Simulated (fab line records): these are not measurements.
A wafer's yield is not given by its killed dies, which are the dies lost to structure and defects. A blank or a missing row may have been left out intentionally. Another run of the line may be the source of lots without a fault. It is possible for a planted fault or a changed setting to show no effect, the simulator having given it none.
fab line records -- flow n5Finfet
[record] lots = 7, wafers = 21
route steps=1938 shown BEOL_M9@1446 BEOL_M11@1587 BEOL_M12@1639 BEOL_M13@1662
startH: the number of hours between the record's first day and the start of the first shown wafer of the lot -- waitH: hours since the lot's step before -- " repeats the value in the row above -- L1.1+2: a row that stands for several wafers -- - either no value or no given start -- * or withheld: withheld -- < > ~ a bound
route shown NAME@n: names a module that has steps shown in the file, with the first one's number in the route -- usual: the fault-free wafers' mean and standard deviation -- same: alike in all rows -- chamber/n: place in a boat -- sites: the reading at each site -- _std_site: their standard deviation -- _edge_site: inner sites' mean taken away from outer sites' mean -- radiusMm: for every site, how far away it sits from the centre of the wafer -- mask NAME#n: copy n -- behind: the last tool/chamber to shape the wafer -- hold: the reason the lot was held/the length of the hold in hours/how it ended -- device: which transistor (n, p or np) failed to switch -- end of line: at the end of the route, the tests of the same wafers -- a step without rows: its recipe alone -- killed: not the wafer's yield, but the dies lost to structure and defects at the first sort -- map: dies across one wafer; x = killed, . = not, _ = none there
set.NAME: the setting the step ran with; set.NAME@STEP: the setting that earlier step ran with -- model.NAME: the simulator's own value behind a step, which no gauge read
lots run with intentionally changed settings; tables by step, rows by wafer
[[steps]]
[step N5_BEOL_M9_TRENCH_ETCH_37]
[recipe] chemistry = C4F6/O2, targetDepthA = 1514.3, target = SiCOH_lowk, timeS = 49, ionEnergyEv = 250, pressureMtorr = 30, sourceW = 345, biasW = 185, Ar_flow_sccm = 300, C4F6_flow_sccm = 10, O2_flow_sccm = 10
lot.wafer,tool,chamber,startH,waitH,set.timeS,model.etch.depthNm,model.BEOL_M9.featureDepthNm
L076.2,rieDiel-04,3,-,-,49,156.1,156.2
L076.3,rieDiel-04,1,-,-,49,156,156
L076.5,rieDiel-04,1,-,-,49,155.7,155.8
L074.1,rieDiel-03,2,-,-,49,151,151
L074.3,rieDiel-03,1,-,-,49,155.5,155.6
L074.5,rieDiel-03,3,-,-,49,148.1,148
L082.4,rieDiel-03,3,-,-,51.89,157.5,157.4
L082.5,rieDiel-03,1,-,-,49,155.4,155.4
L082.6,rieDiel-03,2,-,-,49,150.2,150.2
L083.1,rieDiel-02,1,-,-,57.71,180.8,180.8
L083.3,rieDiel-02,3,-,-,49,149.8,149.8
L083.5,rieDiel-02,1,-,-,57.71,178.1,178
L084.2,rieDiel-02,1,-,-,49,154.3,154.2
L084.3,rieDiel-02,3,-,-,49,151.4,151.4
L084.4,rieDiel-02,2,-,-,45.85,146.1,146.2
L088.1,rieDiel-03,1,-,-,52.05,164.7,164.6
L088.2,rieDiel-03,0,-,-,49,149.8,149.8
L088.3,rieDiel-03,3,-,-,52.05,158.6,158.6
L090.1,rieDiel-03,2,-,-,45.58,140.3,140.2
L090.2,rieDiel-03,3,-,-,45.58,138.8,138.8
L090.4,rieDiel-03,1,-,-,45.58,143.6,143.6
[step N5_BEOL_M9_ETCH_41]
[recipe] chemistry = CH3F/O2, target = SiCN, targetDepthA = 366, taperDeg = 2, timeS = 70.1, ionEnergyEv = 120, maskMaterial = TiN, pressureMtorr = 30, sourceW = 395, biasW = 75, Ar_flow_sccm = 150, CH3F_flow_sccm = 30, O2_flow_sccm = 20
[step N5_BEOL_M9_STRIP_80]
[recipe] chemistry = N2/H2, timeS = 10, powerW = 450, tempC = 40, pressureMtorr = 20, rfFrequencyHz = 6e+07, biasPowerW = 7, n2FlowSccm = 200, h2FlowSccm = 200
[step N5_BEOL_M9_OCD_MEAS_38]
[usual] trenchDepthNm = 151.9/2.6
lot.wafer,tool,chamber,startH,waitH,set.timeS@BEOL_M9_TRENCH_ETCH_37,trenchDepthNm
L076.2,ocd-01,-,235.81,-,49,156.5
L076.3,ocd-01,-,235.81,-,49,155.6
L076.5,ocd-01,-,235.81,-,49,155.7
L074.1,ocd-01,-,235.89,-,49,150.6
L074.3,ocd-01,-,235.89,-,49,155.8
L074.5,ocd-01,-,235.89,-,49,148.1
L082.4,ocd-02,-,255.23,-,51.89,157.5
L082.5,ocd-02,-,255.23,-,49,156.2
L082.6,ocd-02,-,255.23,-,49,150.6
L083.1,ocd-02,-,280.92,-,57.71,180.5
L083.3,ocd-02,-,280.92,-,49,150.0
L083.5,ocd-02,-,280.92,-,57.71,177.8
L084.2,ocd-01,-,300.38,-,49,153.9
L084.3,ocd-01,-,300.38,-,49,151.3
L084.4,ocd-01,-,300.38,-,45.85,146.5
L088.1,ocd-01,-,309.27,-,52.05,165.3
L088.2,ocd-01,-,309.27,-,49,149.9
L088.3,ocd-01,-,309.27,-,52.05,158.4
L090.1,ocd-01,-,319.38,-,45.58,140.5
L090.2,ocd-01,-,319.38,-,45.58,137.9
L090.4,ocd-01,-,319.38,-,45.58,143.1
[step N5_BEOL_M9_HM_STRIP_39]
[recipe] chemistry = peroxideTinStrip, material = TiN, targetDepthA = 250, tempC = 50, timeS = 158
[step N5_BEOL_M9_SRD_40]
[recipe] timeS = 30, tempC = 23, rinseLiquid = diw, dry = ipaMarangoni
[step N5_BEOL_M9_ECD_50]
[recipe] material = Cu, targetThkA = 3180
[step N5_BEOL_M9_ANNEAL_51]
[recipe] tempC = 225, timeS = 90, ambient = N2
[step N5_BEOL_M9_CMP_52]
[recipe] stopOn = SiCOH_lowk, tOverpolishS = 7, downForcePsi = 1, platenRpm = 50, clearingPlatenDownForcePsi = 1.5, clearingPlatenRpm = 50, postCmpClean = cuAlkaline, targetThkNm = 140, clearingPlatenPadVelocityMS = 0.99484, padVelocityMS = 0.99484
lot.wafer,tool,chamber,startH,waitH,set.timeS@BEOL_M9_TRENCH_ETCH_37,model.Cu_of_BEOL_M9_ECD_50.thkNm
L074.3,cmp-03,1,237.57,0.2,49,146.4
L074.1,cmp-03,3,237.57,0.2,49,141.2
L074.5,cmp-03,1,237.57,0.2,49,138.8
L076.3,cmp-04,2,238.31,0.2,49,143
L076.2,cmp-04,3,238.31,0.2,49,146
L076.5,cmp-04,1,238.31,0.2,49,143.6
L082.4,cmp-03,0,257.56,0.1,51.89,145.2
L082.6,cmp-03,0,257.56,0.1,49,138
L082.5,cmp-03,1,257.56,0.1,49,145
L083.3,cmp-01,3,283.31,0.2,49,138
L083.1,cmp-01,0,283.31,0.2,57.71,169.6
L083.5,cmp-01,1,283.31,0.2,57.71,165.8
L084.3,cmp-03,2,303.28,0.2,49,139
L084.4,cmp-03,3,303.28,0.2,45.85,135.2
L084.2,cmp-03,1,303.28,0.2,49,144.2
L088.1,cmp-03,0,311.26,0.3,52.05,152.2
L088.2,cmp-03,1,311.26,0.3,49,139.8
L088.3,cmp-03,3,311.26,0.3,52.05,147.6
L090.4,cmp-04,1,322.91,0.1,45.58,132.2
L090.2,cmp-04,3,322.91,0.1,45.58,129.2
L090.1,cmp-04,0,322.91,0.1,45.58,127.2
[step N5_BEOL_M9_THK_MEAS_53]
[recipe] thkMeasGauge = xrf, reads = Cu_of_BEOL_M9_ECD_50
[usual] M9_THK = 142/3.2
lot.wafer,tool,chamber,startH,waitH,set.timeS@BEOL_M9_TRENCH_ETCH_37,M9_THK[nm]
L074.1,filmMetro-02,-,237.87,-,49,143
L074.3,filmMetro-02,-,237.87,-,49,148
L074.5,filmMetro-02,-,237.87,-,49,140
L076.2,filmMetro-02,-,238.53,-,49,147
L076.3,filmMetro-02,-,238.53,-,49,143
L076.5,filmMetro-02,-,238.53,-,49,144
L082.4,filmMetro-01,-,257.86,-,51.89,146
L082.5,filmMetro-01,-,257.86,-,49,146
L082.6,filmMetro-01,-,257.86,-,49,139
L083.1,filmMetro-02,-,283.53,-,57.71,172
L083.3,filmMetro-02,-,283.53,-,49,139
L083.5,filmMetro-02,-,283.53,-,57.71,168
L084.2,filmMetro-02,-,303.58,-,49,146
L084.3,filmMetro-02,-,303.58,-,49,141
L084.4,filmMetro-02,-,303.58,-,45.85,137
L088.1,filmMetro-02,-,311.55,-,52.05,153
L088.2,filmMetro-02,-,311.55,-,49,141
L088.3,filmMetro-02,-,311.55,-,52.05,149
L090.1,filmMetro-01,-,323.21,-,45.58,128
L090.2,filmMetro-01,-,323.21,-,45.58,131
L090.4,filmMetro-01,-,323.21,-,45.58,134
[step N5_BEOL_M9_PRE_CLEAN_55]
[recipe] gas = NH3, timeS = 15, tempC = withheld, rfPowerW = 300
[step N5_BEOL_M9_DEP_56]
[recipe] material = SiCN, targetThkA = 150, tempC = withheld, precursor = 3MS/NH3, pressureTorr = 3, rfW = 202, timeS = 26.5
[step N5_BEOL_M9_RS_MEAS_57]
[recipe] thkMeasGauge = four-point-probe, reads = Cu_of_BEOL_M9_ECD_50+Co_of_BEOL_M9_CVD_78+TaN_of_BEOL_M9_ALD_74
[usual] M9_RS = 0.150/0.0034
lot.wafer,tool,chamber,startH,waitH,set.timeS@BEOL_M9_TRENCH_ETCH_37,M9_RS[ohm/sq]
L074.1,filmMetro-02,-,238.04,0.1,49,0.149
L074.3,filmMetro-02,-,238.04,0.1,49,0.144
L074.5,filmMetro-02,-,238.04,0.1,49,0.152
L076.2,filmMetro-01,-,238.66,0.1,49,0.143
L076.3,filmMetro-01,-,238.66,0.1,49,0.147
L076.5,filmMetro-01,-,238.66,0.1,49,0.146
L082.4,filmMetro-01,-,258.01,0.0,51.89,0.145
L082.5,filmMetro-01,-,258.01,0.0,49,0.145
L082.6,filmMetro-01,-,258.01,0.0,49,0.153
L083.1,filmMetro-02,-,283.67,0.1,57.71,0.122
L083.3,filmMetro-02,-,283.67,0.1,49,0.153
L083.5,filmMetro-02,-,283.67,0.1,57.71,0.126
L084.2,filmMetro-01,-,303.72,0.1,49,0.146
L084.3,filmMetro-01,-,303.72,0.1,49,0.152
L084.4,filmMetro-01,-,303.72,0.1,45.85,0.157
L088.1,filmMetro-01,-,311.69,0.1,52.05,0.137
L088.2,filmMetro-01,-,311.69,0.1,49,0.151
L088.3,filmMetro-01,-,311.69,0.1,52.05,0.142
L090.1,filmMetro-01,-,323.34,0.1,45.58,0.167
L090.2,filmMetro-01,-,323.34,0.1,45.58,0.164
L090.4,filmMetro-01,-,323.34,0.1,45.58,0.161
[step N5_BEOL_M11_CURE_72]
[recipe] tempC = 370, timeS = 120, ambient = DMADMS/He, material = SiCOH_lowk
[usual] lampPowerPct = 52.30/0.053
lot.wafer,tool,chamber,startH,waitH,set.timeS,lampPowerPct
L074.1,uvCure-03,2,254.77,0.0,120,52.28
L074.3,uvCure-03,2,254.77,0.0,120,52.33
L074.5,uvCure-03,2,254.77,0.0,120,52.21
L076.2,uvCure-03,0,255.42,0.2,120,52.35
L076.3,uvCure-03,0,255.42,0.2,100.2,52.40
L076.5,uvCure-03,0,255.42,0.2,120,52.18
L082.4,uvCure-02,1,282.56,0.2,120,52.29
L082.5,uvCure-02,1,282.56,0.2,120,52.27
L082.6,uvCure-02,1,282.56,0.2,145.8,51.10
L083.1,uvCure-02,2,300.58,0.3,109.3,52.28
L083.3,uvCure-02,2,300.58,0.3,120,52.36
L083.5,uvCure-02,2,300.58,0.3,120,52.31
L084.2,uvCure-01,0,315.78,0.2,120,52.27
L084.3,uvCure-01,0,315.78,0.2,120,52.32
L084.4,uvCure-01,0,315.78,0.2,120,52.24
L088.1,uvCure-01,1,325.55,0.0,120,52.24
L088.2,uvCure-01,1,325.55,0.0,120,52.30
L088.3,uvCure-01,1,325.55,0.0,146.1,51.28
L090.1,uvCure-02,1,334.47,0.0,132.3,51.80
L090.2,uvCure-02,1,334.47,0.0,120,52.34
L090.4,uvCure-02,1,334.47,0.0,132.3,51.73
[step N5_BEOL_M11_ALD_74]
[recipe] material = TaN, targetThkA = 20, tempC = 275, aldPrecursorFamily = PDMAT, aldCoReactant = NH3, pressureTorr = 3, carrierFlowSccm = 1500, pulseTimeS = 2, purgeTimeS = 3, coReactantPurgeTimeS = 2, coReactantPulseTimeS = 3, aldCycles = 40, precursorVesselTempC = 75, precursorVesselPressureTorr = 26.25, precursorVesselCarrierSccm = 1000
lot.wafer,tool,chamber,startH,waitH,set.aldCycles,model.TaN_of_BEOL_M11_ALD_74.thkNm
L074.1+3+5,aldMetal-02,"1,2,2",255.24,0.0,40,2
L076.2,aldMetal-04,0,255.97,0.1,42,2
L076.3+5,aldMetal-04,3,255.97,0.1,40,2
L082.4+6,aldMetal-01,"0,2",282.84,0.0,40,2
L082.5,aldMetal-01,1,282.84,0.0,34,1.6
L083.1,aldMetal-04,2,301.94,0.2,34,1.8
L083.3,aldMetal-04,1,301.94,0.2,34,1.6
L083.5,aldMetal-04,3,301.94,0.2,40,2
L084.2+3+4,aldMetal-01,"2,3,1",316.65,0.0,45,2.2
L088.1+2,aldMetal-04,"2,3",326.38,0.1,45,2.2
L088.3,aldMetal-04,1,326.38,0.1,40,2
L090.1+4,aldMetal-01,"3,0",335.61,0.0,42,2.2
L090.2,aldMetal-01,1,335.61,0.0,40,2
[step N5_BEOL_M12_TRENCH_ETCH_34]
[recipe] chemistry = C4F8/O2/Ar, target = SiOC, targetDepthA = 3189.5, maskMaterial = SOC, pressureMtorr = 30, sourceW = 3000, biasW = 700, Ar_flow_sccm = 400, C4F8_flow_sccm = 15, O2_flow_sccm = 8, heInnerTorr = 15, heOuterTorr = 30, timeS = 125.5, ionEnergyEv = 250
lot.wafer,tool,chamber,startH,waitH,set.timeS,model.etch.depthNm
L074.1,rieDiel-06,1,258.87,0.0,125.5,314.3
L074.3,rieDiel-06,0,258.87,0.0,125.5,314.9
L074.5,rieDiel-06,0,258.87,0.0,125.5,315.3
L076.2,rieDiel-06,3,259.50,0.0,125.5,317.2
L076.3,rieDiel-06,2,259.50,0.0,125.5,320.3
L076.5,rieDiel-06,3,259.50,0.0,150.9,379.8
L082.4,rieDiel-05,2,286.30,0.0,125.5,310.7
L082.5,rieDiel-05,0,286.30,0.0,151.3,388
L082.6,rieDiel-05,3,286.30,0.0,125.5,322.6
L083.1,rieDiel-05,2,306.09,0.0,110.7,277.4
L083.3,rieDiel-05,3,306.09,0.0,125.5,323.3
L083.5,rieDiel-05,0,306.09,0.0,110.7,286
L084.2,rieDiel-06,0,320.40,0.0,125.5,320.3
L084.3,rieDiel-06,3,320.40,0.0,125.5,323.7
L084.4,rieDiel-06,1,320.40,0.0,125.5,323.1
L088.1,rieDiel-05,3,330.59,0.0,104,266.2
L088.2,rieDiel-05,0,330.59,0.0,125.5,321.8
L088.3,rieDiel-05,2,330.59,0.0,125.5,313.4
L090.1,rieDiel-01,2,339.38,0.0,125.5,318.7
L090.2,rieDiel-01,1,339.38,0.0,125.5,317.7
L090.4,rieDiel-01,0,339.38,0.0,125.5,316.3
[step N5_BEOL_M12_STRIP_70]
[recipe] chemistry = C4F8/O2/Ar, resist = SiARC, rfFrequencyHz = 6e+07
[step N5_BEOL_M12_OCD_MEAS_35]
[usual] trenchDepthNm = 319/3.7
lot.wafer,tool,chamber,startH,waitH,set.timeS@BEOL_M12_TRENCH_ETCH_34,trenchDepthNm
L074.1,ocd-01,-,259.02,0.0,125.5,314
L074.3,ocd-01,-,259.02,0.0,125.5,315
L074.5,ocd-01,-,259.02,0.0,125.5,315
L076.2,ocd-01,-,259.65,0.0,125.5,317
L076.3,ocd-01,-,259.65,0.0,125.5,320
L076.5,ocd-01,-,259.65,0.0,150.9,380
L082.4,ocd-02,-,286.46,0.0,125.5,311
L082.5,ocd-02,-,286.46,0.0,151.3,388
L082.6,ocd-02,-,286.46,0.0,125.5,323
L083.1,ocd-02,-,306.25,0.0,110.7,277
L083.3,ocd-02,-,306.25,0.0,125.5,323
L083.5,ocd-02,-,306.25,0.0,110.7,286
L084.2,ocd-01,-,320.56,0.0,125.5,320
L084.3,ocd-01,-,320.56,0.0,125.5,323
L084.4,ocd-01,-,320.56,0.0,125.5,323
L088.1,ocd-02,-,330.74,0.0,104,266
L088.2,ocd-02,-,330.74,0.0,125.5,322
L088.3,ocd-02,-,330.74,0.0,125.5,314
L090.1,ocd-02,-,339.54,0.0,125.5,319
L090.2,ocd-02,-,339.54,0.0,125.5,317
L090.4,ocd-02,-,339.54,0.0,125.5,317
[step N5_BEOL_M12_SPUTTER_44]
[recipe] material = Ta, targetThkA = 100, tempC = 50, biasV = 80, powerW = 15000, chamberPressurePa = 0.07, timeS = 16.13
lot.wafer,tool,chamber,startH,waitH,set.timeS,model.Ta_of_BEOL_M12_SPUTTER_44.thkNm
L074.1+3+5,pvdSputter-01,-,264.06,0.0,16.13,10.2
L076.2,pvdSputter-02,-,264.16,0.0,13.79,8.4
L076.3+5,pvdSputter-02,-,264.16,0.0,16.13,10
L082.4,pvdSputter-03,-,293.72,0.0,16.13,9.8
L082.5,pvdSputter-03,-,293.72,0.0,16.13,10
L082.6,pvdSputter-03,-,293.72,0.0,16.13,9.6
L083.1,pvdSputter-03,-,312.01,0.0,16.13,9.8
L083.3+5,pvdSputter-03,-,312.01,0.0,14.2,8.8
L084.2,pvdSputter-01,-,326.50,0.0,17.95,11.2
L084.3+4,pvdSputter-01,-,326.50,0.0,16.13,10.2
L088.1,pvdSputter-01,-,337.55,0.0,15.29,9.6
L088.2,pvdSputter-01,-,337.55,0.0,16.13,10
L088.3,pvdSputter-01,-,337.55,0.0,15.29,9.4
L090.1+2+4,pvdSputter-02,-,340.82,0.0,16.13,9.8
[step N5_BEOL_M12_SPUTTER_45]
[recipe] material = Cu, targetThkA = 800, tempC = -20, biasV = 60, powerW = 26000, chamberPressurePa = 0.13, timeS = 13.33
[step N5_BEOL_M12_ECD_47]
[recipe] material = Cu, targetThkA = 7200
[step N5_BEOL_M12_ANNEAL_48]
[recipe] tempC = 225, timeS = 90, ambient = N2
[step N5_BEOL_M12_CMP_49]
[recipe] stopOn = SiOC, tOverpolishS = 20.6, downForcePsi = 1, platenRpm = 50, clearingPlatenDownForcePsi = 1.5, clearingPlatenRpm = 50, postCmpClean = cuAlkaline, targetThkNm = 320, clearingPlatenPadVelocityMS = 0.99484, padVelocityMS = 0.99484
lot.wafer,tool,chamber,startH,waitH,set.timeS@BEOL_M12_TRENCH_ETCH_34,model.Cu_of_BEOL_M12_ECD_47.thkNm
L074.3,cmp-02,0,264.79,0.2,125.5,315
L074.1,cmp-02,3,264.79,0.2,125.5,317.6
L074.5,cmp-02,0,264.79,0.2,125.5,316.8
L076.2,cmp-03,0,265.01,0.2,125.5,318.6
L076.3,cmp-03,1,265.01,0.2,125.5,322.6
L076.5,cmp-03,0,265.01,0.2,150.9,380
L082.4,cmp-02,1,294.74,0.2,125.5,312.4
L082.5,cmp-02,0,294.74,0.2,151.3,388.6
L082.6,cmp-02,1,294.74,0.2,125.5,324.8
L083.3,cmp-02,0,312.65,0.2,125.5,326.6
L083.1,cmp-02,3,312.65,0.2,110.7,282.4
L083.5,cmp-02,1,312.65,0.2,110.7,289.8
L084.2,cmp-03,1,327.26,0.2,125.5,320.8
L084.3,cmp-03,2,327.26,0.2,125.5,322.8
L084.4,cmp-03,0,327.26,0.2,125.5,324.8
L088.3,cmp-02,0,339.07,0.2,125.5,315.2
L088.2,cmp-02,1,339.07,0.2,125.5,324
L088.1,cmp-02,3,339.07,0.2,104,269.8
L090.1,cmp-04,2,341.60,0.3,125.5,320.8
L090.2,cmp-04,3,341.60,0.3,125.5,321.2
L090.4,cmp-04,1,341.60,0.3,125.5,320
[step N5_BEOL_M12_THK_MEAS_50]
[recipe] thkMeasGauge = xrf, reads = Cu_of_BEOL_M12_ECD_47
[usual] M12_THK = 324/4.2
lot.wafer,tool,chamber,startH,waitH,set.timeS@BEOL_M12_TRENCH_ETCH_34,M12_THK[nm]
L074.1,filmMetro-01,-,265.08,-,125.5,324
L074.3,filmMetro-01,-,265.08,-,125.5,319
L074.5,filmMetro-01,-,265.08,-,125.5,322
L076.2,filmMetro-01,-,265.26,-,125.5,323
L076.3,filmMetro-01,-,265.26,-,125.5,327
L076.5,filmMetro-01,-,265.26,-,150.9,386
L082.4,filmMetro-01,-,294.99,-,125.5,313
L082.5,filmMetro-01,-,294.99,-,151.3,390
L082.6,filmMetro-01,-,294.99,-,125.5,325
L083.1,filmMetro-02,-,312.94,-,110.7,285
L083.3,filmMetro-02,-,312.94,-,125.5,330
L083.5,filmMetro-02,-,312.94,-,110.7,293
L084.2,filmMetro-01,-,327.56,-,125.5,326
L084.3,filmMetro-01,-,327.56,-,125.5,326
L084.4,filmMetro-01,-,327.56,-,125.5,329
L088.1,filmMetro-01,-,339.37,-,104,271
L088.2,filmMetro-01,-,339.37,-,125.5,327
L088.3,filmMetro-01,-,339.37,-,125.5,316
L090.1,filmMetro-02,-,341.90,-,125.5,322
L090.2,filmMetro-02,-,341.90,-,125.5,321
L090.4,filmMetro-02,-,341.90,-,125.5,320
[step N5_BEOL_M12_PRE_CLEAN_52]
[recipe] gas = NH3, timeS = 15, tempC = withheld, rfPowerW = 300
[step N5_BEOL_M12_DEP_53]
[recipe] material = SiCN, targetThkA = 300, tempC = withheld, precursor = 3MS/NH3, pressureTorr = 3, rfW = 675, timeS = 10.5
[step N5_BEOL_M12_RS_MEAS_54]
[recipe] thkMeasGauge = four-point-probe, reads = Cu_of_BEOL_M12_ECD_47+Ta_of_BEOL_M12_SPUTTER_44+TaN_of_BEOL_M12_SPUTTER_43
[usual] M12_RS = 0.0599/0.00082
lot.wafer,tool,chamber,startH,waitH,set.timeS@BEOL_M12_TRENCH_ETCH_34,M12_RS[ohm/sq]
L074.1,filmMetro-02,-,265.21,0.0,125.5,0.0605
L074.3,filmMetro-02,-,265.21,0.0,125.5,0.0611
L074.5,filmMetro-02,-,265.21,0.0,125.5,0.0607
L076.2,filmMetro-02,-,265.39,0.0,125.5,0.0603
L076.3,filmMetro-02,-,265.39,0.0,125.5,0.0596
L076.5,filmMetro-02,-,265.39,0.0,150.9,0.0502
L082.4,filmMetro-01,-,295.12,0.0,125.5,0.0615
L082.5,filmMetro-01,-,295.12,0.0,151.3,0.0491
L082.6,filmMetro-01,-,295.12,0.0,125.5,0.0590
L083.1,filmMetro-01,-,313.07,0.0,110.7,0.0683
L083.3,filmMetro-01,-,313.07,0.0,125.5,0.0588
L083.5,filmMetro-01,-,313.07,0.0,110.7,0.0665
L084.2,filmMetro-02,-,327.68,0.0,125.5,0.0598
L084.3,filmMetro-02,-,327.68,0.0,125.5,0.0596
L084.4,filmMetro-02,-,327.68,0.0,125.5,0.0592
L088.1,filmMetro-01,-,339.49,0.0,104,0.0719
L088.2,filmMetro-01,-,339.49,0.0,125.5,0.0591
L088.3,filmMetro-01,-,339.49,0.0,125.5,0.0609
L090.1,filmMetro-02,-,342.03,0.0,125.5,0.0599
L090.2,filmMetro-02,-,342.03,0.0,125.5,0.0599
L090.4,filmMetro-02,-,342.03,0.0,125.5,0.0601
[step N5_BEOL_M13_COAT_04]
[recipe] spinRpm = 1625, resistThkNm = 400
lot.wafer,tool,chamber,startH,waitH,set.spinRpm,model.coat_of_BEOL_M13_COAT_04.thkNm
L074.1,lithoTrack-01,0,-,-,1625,400.2
L074.3,lithoTrack-01,0,-,-,1625,400
L074.5,lithoTrack-01,0,-,-,1625,400.4
L076.2,lithoTrack-01,0,-,-,1625,401.2
L076.3,lithoTrack-01,0,-,-,1625,401
L076.5,lithoTrack-01,0,-,-,1527,413
L082.4,lithoTrack-03,0,-,-,1625,399.8
L082.5,lithoTrack-03,0,-,-,1625,400.2
L082.6,lithoTrack-03,0,-,-,1625,400
L083.1,lithoTrack-03,0,-,-,1625,401
L083.3,lithoTrack-03,0,-,-,1625,400.6
L083.5,lithoTrack-03,0,-,-,1625,400.8
L084.2,lithoTrack-03,0,-,-,1528,412
L084.3,lithoTrack-03,0,-,-,1625,399.6
L084.4,lithoTrack-03,0,-,-,1528,412.6
L088.1,lithoTrack-04,0,-,-,1804,381.2
L088.2,lithoTrack-04,0,-,-,1625,401
L088.3,lithoTrack-04,0,-,-,1625,401.6
L090.1,lithoTrack-01,0,-,-,1625,400.2
L090.2,lithoTrack-01,0,-,-,1625,401.6
L090.4,lithoTrack-01,0,-,-,1625,400.6
[step N5_BEOL_M13_ETCH_59]
[recipe] chemistry = N2/H2, target = BARC, targetDepthA = 890, overetchA = 267, timeS = 67.9, ionEnergyEv = 200, pressureMtorr = 30, sourceW = 840, biasW = 150, n2FlowSccm = 200, h2FlowSccm = 200
lot.wafer,tool,chamber,startH,waitH,set.timeS,set.spinRpm@BEOL_M13_COAT_04,model.coat_of_BEOL_M13_COAT_04.thkNm
L074.1,rieDiel-03,3,265.97,0.0,67.9,1625,318.4
L074.3,rieDiel-03,0,265.97,0.0,67.9,1625,317.8
L074.5,rieDiel-03,0,265.97,0.0,67.9,1625,319.2
L076.2,rieDiel-03,2,266.27,0.0,67.9,1625,318.6
L076.3,rieDiel-03,1,266.27,0.0,67.9,1625,315.6
L076.5,rieDiel-03,0,266.27,0.0,73.7,1527,325.2
L082.4,rieDiel-03,2,295.78,0.0,56.9,1625,327.8
L082.5,rieDiel-03,1,295.78,0.0,67.9,1625,315.2
L082.6,rieDiel-03,2,295.78,0.0,67.9,1625,318
L083.1,rieDiel-03,0,313.83,0.0,67.9,1625,320.2
L083.3,rieDiel-03,2,313.83,0.0,55.32,1625,331
L083.5,rieDiel-03,2,313.83,0.0,67.9,1625,319.4
L084.2,rieDiel-02,1,328.32,0.0,67.9,1528,329.8
L084.3,rieDiel-02,0,328.32,0.0,63.19,1625,321
L084.4,rieDiel-02,3,328.32,0.0,67.9,1528,331.6
L088.1,rieDiel-02,1,340.16,0.0,67.9,1804,298.8
L088.2,rieDiel-02,2,340.16,0.0,67.9,1625,317.4
L088.3,rieDiel-02,3,340.16,0.0,67.9,1625,320.6
L090.1,rieDiel-04,2,342.97,0.0,72.32,1625,313.6
L090.2,rieDiel-04,1,342.97,0.0,72.32,1625,312
L090.4,rieDiel-04,0,342.97,0.0,67.9,1625,319
[[key]]
[split] step = N5_BEOL_M9_TRENCH_ETCH_37, setting = timeS, stated = 49, by = wafer
[response] step = N5_BEOL_M9_TRENCH_ETCH_37, reading = model.etch.depthNm, change = +1.56, per = 1%, r = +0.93
[response] step = N5_BEOL_M9_TRENCH_ETCH_37, reading = model.BEOL_M9.featureDepthNm, change = +1.55, per = 1%, r = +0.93
[response] step = N5_BEOL_M9_OCD_MEAS_38, reading = trenchDepthNm, change = +1.52, per = 1%, r = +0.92
[response] step = N5_BEOL_M9_CMP_52, reading = model.Cu_of_BEOL_M9_ECD_50.thkNm, change = +1.52, per = 1%, r = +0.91
[response] step = N5_BEOL_M9_THK_MEAS_53, reading = M9_THK, change = +1.55, per = 1%, r = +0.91
[response] step = N5_BEOL_M9_RS_MEAS_57, reading = M9_RS, change = -0.00154, per = 1%, r = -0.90
[split] step = N5_BEOL_M11_CURE_72, setting = timeS, stated = 120, by = wafer
[response] step = N5_BEOL_M11_CURE_72, reading = lampPowerPct, shape = bent, atLowest = *, atStated = *, atHighest = *
[split] step = N5_BEOL_M11_ALD_74, setting = aldCycles, stated = 40, by = wafer
[response] step = N5_BEOL_M11_ALD_74, reading = model.TaN_of_BEOL_M11_ALD_74.thkNm, change = +0.0213, per = 1%, r = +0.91
[split] step = N5_BEOL_M12_TRENCH_ETCH_34, setting = timeS, stated = 125.5, by = wafer
[response] step = N5_BEOL_M12_TRENCH_ETCH_34, reading = model.etch.depthNm, change = +3.22, per = 1%, r = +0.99
[response] step = N5_BEOL_M12_OCD_MEAS_35, reading = trenchDepthNm, change = +3.23, per = 1%, r = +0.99
[response] step = N5_BEOL_M12_CMP_49, reading = model.Cu_of_BEOL_M12_ECD_47.thkNm, change = +3.14, per = 1%, r = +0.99
[response] step = N5_BEOL_M12_THK_MEAS_50, reading = M12_THK, change = +3.19, per = 1%, r = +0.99
[response] step = N5_BEOL_M12_RS_MEAS_54, reading = M12_RS, change = -0.000578, per = 1%, r = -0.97
[split] step = N5_BEOL_M12_SPUTTER_44, setting = timeS, stated = 16.13, by = wafer
[response] step = N5_BEOL_M12_SPUTTER_44, reading = model.Ta_of_BEOL_M12_SPUTTER_44.thkNm, change = +0.0966, per = 1%, r = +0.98
[split] step = N5_BEOL_M13_COAT_04, setting = spinRpm, stated = 1625, by = wafer
[response] step = N5_BEOL_M13_COAT_04, reading = model.coat_of_BEOL_M13_COAT_04.thkNm, change = -1.91, per = 1%, r = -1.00
[response] step = N5_BEOL_M13_ETCH_59, reading = model.coat_of_BEOL_M13_COAT_04.thkNm, slope = -2, per = 1%, togetherWith = timeS@BEOL_M13_ETCH_59, explained = 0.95
[split] step = N5_BEOL_M13_ETCH_59, setting = timeS, stated = 67.9, by = wafer
[response] step = N5_BEOL_M13_ETCH_59, reading = model.coat_of_BEOL_M13_COAT_04.thkNm, slope = -0.623, per = 1%, togetherWith = spinRpm@BEOL_M13_COAT_04, explained = 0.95
